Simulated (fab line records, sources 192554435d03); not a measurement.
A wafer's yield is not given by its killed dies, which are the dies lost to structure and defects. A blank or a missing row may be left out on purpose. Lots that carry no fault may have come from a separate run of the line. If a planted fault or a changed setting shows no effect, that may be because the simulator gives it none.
fab line records    flow n5-finfet
[record] lots = 7  wafers = 21
route steps=1938 shown ZERO_LAYER@9 FIN_SAQP@94 SPACER0@260 SD_EPI_N@268
start-h: start of the lot's first displayed wafer, in hours after the record's first day    wait-h: time in hours since the lot's previous step    " same as the row above    L1.1+2: one row covering several wafers at once    - no value, or no start was given    * or withheld: withheld    < > ~ a bound
route shown NAME@n: a module of which the file shows steps, and the number in the route of the first    usual: mean/standard deviation of fault-free wafers    same: alike in all rows    chamber/n: place in a boat    sites: the reading at each site    _std_site: the values' standard deviation    _edge_site: mean of outer sites minus mean of inner sites    radius-mm: for every site, how far away it sits from the centre of the wafer    mask NAME#n: copy n    behind: tool/chamber where the wafer was last shaped    hold: reason for holding the lot/hours on hold/outcome of the hold    device: transistor that didn't switch, given as n, p or np    end of line: the tests these same wafers got at the end of their route    a step given without rows: its recipe and nothing more    killed: not the wafer's yield, but the dies lost to structure and defects at the first sort    map: a wafer's dies, marking killed ones x, the rest . and places with no die _
set.NAME: setting as actually run; set.NAME@STEP: the setting as run at that earlier step    model.NAME: the simulator's own value behind a step, which no gauge read
one table per step and one row per wafer, for lots whose settings were changed on purpose
[[steps]]
[step N5_ZERO_LAYER_EXPOSE_08]
[recipe] mask-id = ZERO  na = 0.55  source-shape = conventional  sigma-outer = 0.8  polarization = unpolarized  defocus-nm = 0  target-cd-nm = 2000  dose-mj = 16.2
lot.wafer   tool            chamber  start-h  wait-h  mask    set.dose-mj
L085.1+2+3  krf-scanner-02  0        78.59    -       ZERO#0  16.2
L086.1+2+4  krf-scanner-01  0        84.59    -       ZERO#0  16.2
L088.3+4+6  krf-scanner-01  0        96.60    -       ZERO#0  16.2
L089.1      krf-scanner-01  0        102.46   -       ZERO#0  16.2
L089.4+6    "               0        "        "       ZERO#0  15.4
L090.1+4+6  krf-scanner-01  0        108.46   -       ZERO#0  16.54
L091.2      krf-scanner-01  0        114.50   -       ZERO#0  17.1
L091.3+5    "               0        "        "       ZERO#0  16.2
L096.4+5+6  krf-scanner-02  0        144.61   -       ZERO#0  16.2
[step N5_ZERO_LAYER_DEVELOP_10]
[recipe] develop-time-s = 60  rinse-liquid = diw  dry = air-spin  dev-temp-c = 21
lot.wafer   tool            chamber  start-h  wait-h  set.develop-time-s
L085.1+3    litho-track-04  0        -        -       49.53
L085.2      "               0        "        "       60
L086.1+2+4  litho-track-01  0        -        -       60
L088.3      litho-track-05  0        -        -       60
L088.4+6    "               0        "        "       50.42
L089.1+6    litho-track-01  0        -        -       65.4
L089.4      "               0        "        "       60
L090.1+4    litho-track-04  0        -        -       60
L090.6      "               0        "        "       67.76
L091.2+5    litho-track-05  0        -        -       60
L091.3      "               0        "        "       54.18
L096.4+5+6  litho-track-04  0        -        -       60
[step N5_ZERO_LAYER_HARDBAKE_23]
[recipe] temp-c = 130  time-s = 120
[step N5_ZERO_LAYER_CD_MEAS_11]
[recipe] target-cd-nm = 2000  landing-energy-ev = 500  detector = se-inlens
[usual] cd-nm = 2000.4/2
lot.wafer  tool       chamber  start-h  wait-h  set.dose-mj@ZERO_LAYER_EXPOSE_08  cd-nm
L085.1     cd-sem-02  0        78.77    -       16.2                              1996.7
L085.2     "          0        "        "       16.2                              2003.5
L085.3     "          0        "        "       16.2                              1998.6
L086.1     cd-sem-02  0        84.77    -       16.2                              1999.4
L086.2     "          0        "        "       16.2                              1999.6
L086.4     "          0        "        "       16.2                              2000.0
L088.3     cd-sem-01  0        96.77    -       16.2                              2002.9
L088.4     "          0        "        "       16.2                              1999.7
L088.6     "          0        "        "       16.2                              1999.7
L089.1     cd-sem-01  0        102.64   -       16.2                              2000.7
L089.4     "          0        "        "       15.4                              1988.5
L089.6     "          0        "        "       15.4                              1990.4
L090.1     cd-sem-02  0        108.64   -       16.54                             2001.9
L090.4     "          0        "        "       16.54                             2005.0
L090.6     "          0        "        "       16.54                             2006.4
L091.2     cd-sem-03  0        114.67   -       17.1                              2014.0
L091.3     "          0        "        "       16.2                              2001.0
L091.5     "          0        "        "       16.2                              2003.4
L096.4     cd-sem-03  0        144.78   -       16.2                              2002.2
L096.5     "          0        "        "       16.2                              2000.5
L096.6     "          0        "        "       16.2                              1998.0
[step N5_FIN_SAQP_ALD_61]
[recipe] material = SiO2  target-thk-a = 40  temp-c = 300  ald-precursor-family = BDEAS  ald-co-reactant = O2-plasma  pulse-time-s = 1  purge-time-s = 2  co-reactant-purge-time-s = 2  ald-cycles = 43  pressure-torr = 2
lot.wafer  tool        chamber  start-h  wait-h  set.temp-c  model.SiO2_of_FIN_SAQP_ALD_61.thk-nm
L085.1     ald-sin-01  1        87.24    0.0     289.7       4.162
L085.2     "           0        "        "       289.7       4.148
L085.3     "           3        "        "       289.7       4.121
L086.1     ald-sin-01  2        93.05    0.5     291.4       4.143
L086.2     "           1        "        "       300         4.012
L086.4     "           3        "        "       300         3.965
L088.3     ald-sin-02  2        104.78   0.0     300         3.98
L088.4     "           0        "        "       300         4.008
L088.6     "           2        "        "       293.3       4.099
L089.1     ald-sin-01  0        110.08   0.0     291.5       4.154
L089.4     "           2        "        "       291.5       4.134
L089.6     "           2        "        "       300         4.007
L090.1     ald-sin-01  1        116.78   0.0     300         4.028
L090.4     "           0        "        "       287.3       4.214
L090.6     "           2        "        "       300         4.024
L091.2     ald-sin-01  0        122.01   0.0     291.3       4.141
L091.3     "           1        "        "       300         4.022
L091.5     "           3        "        "       300         3.99
L096.4     ald-sin-03  2        154.92   0.7     300         3.996
L096.5+6   "           2,1      "        "       300         4.007
[step N5_FIN_SAQP_PECVD_06]
[recipe] material = a-Si  target-thk-a = 600  temp-c = 400  precursor = SiH4/He  pressure-torr = 3  rf-w = 100  time-s = 48.1
lot.wafer  tool      chamber  start-h  wait-h  set.time-s  model.a-Si_of_FIN_SAQP_PECVD_06.thk-nm
L085.1     pecvd-03  1        87.92    0.0     52          64.02
L085.2     "         0        "        "       52          64.86
L085.3     "         2        "        "       48.1        58.91
L086.1     pecvd-04  2        93.67    0.0     48.1        59.52
L086.2     "         0        "        "       48.1        58.93
L086.4     "         0        "        "       48.1        60.2
L088.3     pecvd-01  0        105.41   0.0     48.1        59.86
L088.4     "         1        "        "       52.47       64.5
L088.6     "         0        "        "       48.1        60.67
L089.1     pecvd-04  2        110.74   0.0     54.85       66.38
L089.4     "         2        "        "       48.1        59.42
L089.6     "         0        "        "       48.1        60.2
L090.1     pecvd-01  0        117.40   0.0     48.1        59.88
L090.4     "         1        "        "       51.21       63.42
L090.6     "         0        "        "       48.1        60.44
L091.2     pecvd-01  2        122.70   0.0     48.1        60.27
L091.3     "         1        "        "       48.1        58.48
L091.5     "         2        "        "       48.1        60.06
L096.4     pecvd-04  0        155.76   0.0     48.1        60.95
L096.5     "         1        "        "       48.1        60.12
L096.6     "         2        "        "       48.1        59.48
[step N5_FIN_SAQP_THK_MEAS_07]
[usual] thk-nm = 59.8/0.81
lot.wafer  tool           chamber  start-h  wait-h  set.time-s@FIN_SAQP_PECVD_06  thk-nm
L085.1     film-metro-01  -        88.01    0.1     52                            64.0
L085.2     "              -        "        "       52                            64.8
L085.3     "              -        "        "       48.1                          58.8
L086.1     film-metro-01  -        93.76    0.1     48.1                          59.6
L086.2     "              -        "        "       48.1                          58.9
L086.4     "              -        "        "       48.1                          60.2
L088.3     film-metro-01  -        105.50   0.1     48.1                          59.8
L088.4     "              -        "        "       52.47                         64.5
L088.6     "              -        "        "       48.1                          60.6
L089.1     film-metro-02  -        110.86   0.1     54.85                         66.4
L089.4     "              -        "        "       48.1                          59.4
L089.6     "              -        "        "       48.1                          60.2
L090.1     film-metro-02  -        117.49   0.1     48.1                          59.9
L090.4     "              -        "        "       51.21                         63.4
L090.6     "              -        "        "       48.1                          60.4
L091.2     film-metro-01  -        122.79   0.1     48.1                          60.2
L091.3     "              -        "        "       48.1                          58.5
L091.5     "              -        "        "       48.1                          60.0
L096.4     film-metro-02  -        155.82   0.0     48.1                          61.0
L096.5     "              -        "        "       48.1                          60.1
L096.6     "              -        "        "       48.1                          59.5
[step N5_FIN_SAQP_HM_DEP_72]
[recipe] material = SiO2  target-thk-a = 120  temp-c = 400  precursor = SiH4/N2O  pressure-torr = 0.75  rf-w = 275  time-s = 7.2
[step N5_FIN_SAQP_COAT_49]
[recipe] resist = SOC  temp-c = 250  time-s = 60  spin-rpm = 1500  resist-thk-nm = 100
[step N5_FIN_SAQP_HM_OPEN_73]
[recipe] chemistry = CHF3/O2  target = SiO2  stop-on = a-Si  target-depth-a = 120  over-etch-frac = 1.8  mask-material = SOC  time-s = 16.8  pressure-mtorr = 30  source-w = 650  bias-w = 170  Ar_flow_sccm = 200  CHF3_flow_sccm = 50  O2_flow_sccm = 5  ion-energy-ev = 200  ends = end-point
[step N5_FIN_SAQP_STRIP_74]
[recipe] chemistry = CHF3/O2  resist = SiARC  rf-frequency-hz = 6e+07
[step N5_FIN_SAQP_MANDREL_ETCH_22]
[recipe] target-depth-a = 600  chemistry = HBr/Cl2  target = a-Si  stop-on = SiNx  bt-time-s = 10  over-etch-frac = 0.5  time-s = 30  pressure-mtorr = 10  icp-w = 800  bias-w = 75  HBr_flow_sccm = 150  Cl2_flow_sccm = 80  ends = end-point
lot.wafer  tool       chamber  start-h  wait-h  set.time-s@FIN_SAQP_PECVD_06  model.etch.depth-nm
L085.1     rie-si-05  1        88.88    0.0     52                            64.02
L085.2     "          0        "        "       52                            64.86
L085.3     "          2        "        "       48.1                          58.85
L086.1     rie-si-05  1        94.73    0.0     48.1                          59.4
L086.2     "          2        "        "       48.1                          58.92
L086.4     "          2        "        "       48.1                          60.18
L088.3     rie-si-05  0        106.45   0.0     48.1                          59.84
L088.4     "          2        "        "       52.47                         64.5
L088.6     "          0        "        "       48.1                          60.65
L089.1     rie-si-03  3        111.74   0.0     54.85                         66.36
L089.4     "          2        "        "       48.1                          59.4
L089.6     "          0        "        "       48.1                          60.18
L090.1     rie-si-03  0        118.35   0.0     48.1                          59.88
L090.4     "          1        "        "       51.21                         63.35
L090.6     "          1        "        "       48.1                          60.44
L091.2     rie-si-03  0        123.83   0.0     48.1                          60.25
L091.3     "          3        "        "       48.1                          58.47
L091.5     "          1        "        "       48.1                          60.04
L096.4     rie-si-05  2        156.69   0.0     48.1                          60.93
L096.5     "          3        "        "       48.1                          60.02
L096.6     "          0        "        "       48.1                          59.46
[step N5_SPACER0_ALD_08]
[recipe] material = SiNx  target-thk-a = 20  temp-c = 400  ald-precursor-family = SiH2I2  ald-co-reactant = N2/H2-plasma  pressure-torr = 2
lot.wafer   tool        chamber  start-h  wait-h  set.target-thk-a
L085.1      ald-sin-04  2        120.30   0.1     21.28
L085.2+3    "           0,1      "        "       20
L086.1+2+4  ald-sin-03  2,1,0    123.94   0.1     18.17
L088.3      ald-sin-03  3        131.98   0.1     20
L088.4+6    "           3,0      "        "       22.28
L089.1+4+6  ald-sin-04  0,2,2    137.08   0.1     20.95
L090.1      ald-sin-04  1        143.71   0.1     20
L090.4+6    "           0,3      "        "       22.28
L091.2      ald-sin-01  0        148.46   0.1     20
L091.3+5    "           1,3      "        "       18.4
L096.4+5+6  ald-sin-04  1,2,1    181.58   0.1     20
[step N5_SD_EPI_N_PEB_07]
[recipe] peb-temp-c = 110  peb-time-s = 60  resist = CAR-ArF-block
lot.wafer   tool            chamber  start-h  wait-h  set.peb-time-s
L085.1+3    litho-track-05  0        120.79   0.1     60
L085.2      "               0        "        "       72.77
L086.1+2+4  litho-track-02  0        124.43   0.1     60
L088.3+4    litho-track-03  0        132.47   0.0     60
L088.6      "               0        "        "       70.93
L089.1+4    litho-track-03  0        137.57   0.1     53.52
L089.6      "               0        "        "       60
L090.1+4+6  litho-track-05  0        144.20   0.1     48.38
L091.2+3    litho-track-02  0        148.95   0.0     60
L091.5      "               0        "        "       70.84
L096.4+5+6  litho-track-02  0        182.07   0.0     60
[step N5_SD_EPI_N_DEVELOP_08]
[recipe] develop-time-s = 30  developer = TMAH  resist = CAR-ArF-block  dev-temp-c = 23  rinse-liquid = diw  dry = air-spin
[step N5_SD_EPI_N_CD_MEAS_09]
[recipe] target-cd-nm = 120  landing-energy-ev = 500  detector = se-inlens
[usual] cd-nm = 120.0/0.93
lot.wafer  tool       chamber  start-h  wait-h  set.peb-time-s@SD_EPI_N_PEB_07  cd-nm
L085.1     cd-sem-02  0        120.85   -       60                              117.9
L085.2     "          0        "        "       72.77                           126.7
L085.3     "          0        "        "       60                              119.1
L086.1     cd-sem-01  0        124.50   -       60                              119.2
L086.2     "          0        "        "       60                              118.8
L086.4     "          0        "        "       60                              119.4
L088.3     cd-sem-02  0        132.54   -       60                              119.9
L088.4     "          0        "        "       60                              121.1
L088.6     "          0        "        "       70.93                           126.4
L089.1     cd-sem-01  0        137.64   -       53.52                           116.6
L089.4     "          0        "        "       53.52                           115.8
L089.6     "          0        "        "       60                              120.4
L090.1     cd-sem-03  0        144.27   -       48.38                           111.0
L090.4     "          0        "        "       48.38                           111.3
L090.6     "          0        "        "       48.38                           112.8
L091.2     cd-sem-03  0        149.02   -       60                              119.2
L091.3     "          0        "        "       60                              118.9
L091.5     "          0        "        "       70.84                           125.6
L096.4     cd-sem-03  0        182.14   -       60                              120.1
L096.5     "          0        "        "       60                              119.4
L096.6     "          0        "        "       60                              119.8
[step N5_SD_EPI_N_DESCUM_14]
[recipe] chemistry = O2  time-s = 7.9  source-power-w = 50  bias-power-w = 20  pressure-mtorr = 20  rf-frequency-hz = 2.712e+07  temp-c = 40  resist = CAR-ArF-block  o2-flow-sccm = 225
lot.wafer  tool         chamber  start-h  wait-h  set.peb-time-s@SD_EPI_N_PEB_07  model.SD_EPI_N.cd-nm
L085.1     rie-diel-05  3        120.97   0.1     60                              118
L085.2     "            2        "        "       72.77                           126.6
L085.3     "            0        "        "       60                              119.2
L086.1     rie-diel-01  1        124.59   0.0     60                              118.8
L086.2     "            2        "        "       60                              118.6
L086.4     "            0        "        "       60                              119
L088.3     rie-diel-05  1        132.62   0.0     60                              119.8
L088.4     "            2        "        "       60                              120.6
L088.6     "            1        "        "       70.93                           126.2
L089.1     rie-diel-02  3        137.73   0.0     53.52                           116.6
L089.4     "            2        "        "       53.52                           116
L089.6     "            1        "        "       60                              120.6
L090.1     rie-diel-01  2        144.40   0.1     48.38                           111.2
L090.4     "            2        "        "       48.38                           111.4
L090.6     "            3        "        "       48.38                           112.8
L091.2+3   rie-diel-02  1,0      150.21   1.1     60                              119.2
L091.5     "            1        "        "       70.84                           125.6
L096.4     rie-diel-05  3        182.25   0.1     60                              120
L096.5     "            1        "        "       60                              119.6
L096.6     "            0        "        "       60                              119.8
[step N5_SD_EPI_N_ETCH_34]
[recipe] chemistry = CF4  target = SiARC  target-depth-a = 455  mask-material = CAR-ArF-block  time-s = 75.8  ion-energy-ev = 80  pressure-mtorr = 40  source-w = 545  bias-w = 36  Ar_flow_sccm = 100  cf4-flow-sccm = 100  ends = cleared
[step N5_SD_EPI_N_ETCH_35]
[recipe] chemistry = N2/H2  target = SOC  overetch-a = 1080  mask-material = SiARC  temp-c = 40  ion-energy-ev = 100  source-w = 3000  bias-w = 133  pressure-mtorr = 20  time-s = 486  n2-flow-sccm = 200  h2-flow-sccm = 200
lot.wafer  tool         chamber  start-h  wait-h  set.peb-time-s@SD_EPI_N_PEB_07  model.SD_EPI_N.cd-nm
L085.1     rie-diel-05  3        121.06   0.0     60                              117.6
L085.2     "            2        "        "       72.77                           127
L085.3     "            0        "        "       60                              120.2
L086.1     rie-diel-01  1        124.68   0.0     60                              119
L086.2     "            2        "        "       60                              118.8
L086.4     "            0        "        "       60                              121.4
L088.3     rie-diel-05  1        132.71   0.0     60                              121.4
L088.4     "            2        "        "       60                              121.8
L088.6     "            1        "        "       70.93                           128
L089.1     rie-diel-02  3        137.82   0.0     53.52                           118.6
L089.4     "            2        "        "       53.52                           117.4
L089.6     "            1        "        "       60                              123.2
L090.1     rie-diel-01  3        144.49   0.0     48.38                           113
L090.4     "            3        "        "       48.38                           113.4
L090.6     "            3        "        "       48.38                           114
L091.2     rie-diel-02  1        150.31   0.0     60                              121.4
L091.3     "            0        "        "       60                              121.2
L091.5     "            1        "        "       70.84                           127.8
L096.4     rie-diel-05  3        182.48   0.2     60                              119.8
L096.5     "            1        "        "       60                              119.2
L096.6     "            0        "        "       60                              120.4
[step N5_SD_EPI_N_STRIP_36]
[recipe] chemistry = N2/H2  temp-c = 40  n2-flow-sccm = 200  h2-flow-sccm = 200  rf-frequency-hz = 6e+07
[step N5_SD_EPI_N_ETCHBACK_44]
[recipe] chemistry = CH3F/O2  mode = anisotropic-etchback  target = SiNx  target-depth-a = 145  stop-on = SiO2  over-etch-frac = 0.3  ion-energy-ev = 120  pressure-mtorr = 30  source-w = 395  bias-w = 73  Ar_flow_sccm = 150  CH3F_flow_sccm = 30  O2_flow_sccm = 20
lot.wafer  tool         chamber  start-h  wait-h  set.peb-time-s@SD_EPI_N_PEB_07  model.SD_EPI_N.cd-nm
L085.1     rie-diel-05  3        121.38   0.0     60                              117.6
L085.2     "            2        "        "       72.77                           126.8
L085.3     "            0        "        "       60                              120.2
L086.1     rie-diel-01  1        125.00   0.0     60                              119
L086.2     "            2        "        "       60                              118.8
L086.4     "            0        "        "       60                              121.2
L088.3     rie-diel-05  1        133.04   0.0     60                              121.2
L088.4     "            2        "        "       60                              121.8
L088.6     "            1        "        "       70.93                           127.8
L089.1     rie-diel-02  3        138.14   0.0     53.52                           118.8
L089.4     "            2        "        "       53.52                           117.4
L089.6     "            1        "        "       60                              123.2
L090.1     rie-diel-01  3        144.98   0.0     48.38                           112.8
L090.4     "            3        "        "       48.38                           113.4
L090.6     "            3        "        "       48.38                           114
L091.2     rie-diel-02  1        150.63   0.0     60                              121.4
L091.3     "            0        "        "       60                              121.2
L091.5     "            1        "        "       70.84                           127.8
L096.4     rie-diel-05  3        182.70   0.1     60                              119.6
L096.5     "            1        "        "       60                              119
L096.6     "            0        "        "       60                              120.4
[step N5_SD_EPI_N_ETCH_16]
[recipe] chemistry = CHF3/O2  target = SiO2  target-depth-a = 50  mask-material = SOC  pressure-mtorr = 30  source-w = 650  bias-w = 170  Ar_flow_sccm = 200  CHF3_flow_sccm = 50  O2_flow_sccm = 5  ion-energy-ev = 200
lot.wafer  tool         chamber  start-h  wait-h  set.target-depth-a  model.etch.depth-nm
L085.1     rie-diel-05  3        121.58   0.1     54.18               5.368
L085.2     "            2        "        "       50                  4.981
L085.3     "            0        "        "       50                  4.845
L086.1     rie-diel-01  1        125.20   0.1     50                  4.894
L086.2     "            2        "        "       46.94               4.724
L086.4     "            0        "        "       46.94               4.744
L088.3     rie-diel-05  1        133.24   0.1     50                  5.118
L088.4     "            2        "        "       50                  5.008
L088.6     "            1        "        "       52.19               5.32
L089.1     rie-diel-02  3        138.34   0.1     50                  4.982
L089.4     "            2        "        "       53.95               5.455
L089.6     "            1        "        "       50                  5.108
L090.1     rie-diel-01  3        145.28   0.1     50                  5.206
L090.4     "            3        "        "       55.4                5.797
L090.6     "            3        "        "       55.4                5.798
L091.2     rie-diel-02  1        150.83   0.1     50                  5.025
L091.3     "            0        "        "       52.2                5.289
L091.5     "            1        "        "       50                  5.045
L096.4     rie-diel-05  3        182.87   0.0     50                  4.983
L096.5     "            1        "        "       50                  5.04
L096.6     "            0        "        "       50                  4.872
[[key]]
[split] step = N5_ZERO_LAYER_EXPOSE_08  setting = dose-mj  stated = 16.2  by = wafer
[response] step = N5_ZERO_LAYER_CD_MEAS_11  reading = cd-nm  change = +2.2  per = 1%  r = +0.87
[split] step = N5_ZERO_LAYER_DEVELOP_10  setting = develop-time-s  stated = 60  by = wafer
response none clear
[split] step = N5_FIN_SAQP_ALD_61  setting = temp-c  stated = 300  by = wafer
[response] step = N5_FIN_SAQP_ALD_61  reading = model.SiO2_of_FIN_SAQP_ALD_61.thk-nm  change = -0.0474  per = 1%  r = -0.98
[split] step = N5_FIN_SAQP_PECVD_06  setting = time-s  stated = 48.1  by = wafer
[response] step = N5_FIN_SAQP_PECVD_06  reading = model.a-Si_of_FIN_SAQP_PECVD_06.thk-nm  change = +0.508  per = 1%  r = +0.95
[response] step = N5_FIN_SAQP_THK_MEAS_07  reading = thk-nm  change = *  per = 1%  r = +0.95
[response] step = N5_FIN_SAQP_MANDREL_ETCH_22  reading = model.etch.depth-nm  change = +0.509  per = 1%  r = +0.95
[split] step = N5_SPACER0_ALD_08  setting = target-thk-a  stated = 20  by = wafer
response none in this file
[split] step = N5_SD_EPI_N_PEB_07  setting = peb-time-s  stated = 60  by = wafer
[response] step = N5_SD_EPI_N_CD_MEAS_09  reading = cd-nm  change = +0.36  per = 1%  r = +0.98
[response] step = N5_SD_EPI_N_DESCUM_14  reading = model.SD_EPI_N.cd-nm  change = +0.36  per = 1%  r = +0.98
[response] step = N5_SD_EPI_N_ETCH_35  reading = model.SD_EPI_N.cd-nm  change = +0.377  per = 1%  r = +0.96
[response] step = N5_SD_EPI_N_ETCHBACK_44  reading = model.SD_EPI_N.cd-nm  change = +0.371  per = 1%  r = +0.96
[split] step = N5_SD_EPI_N_ETCH_16  setting = target-depth-a  stated = 50  by = wafer
[response] step = N5_SD_EPI_N_ETCH_16  reading = model.etch.depth-nm  change = +0.0512  per = 1%  r = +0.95
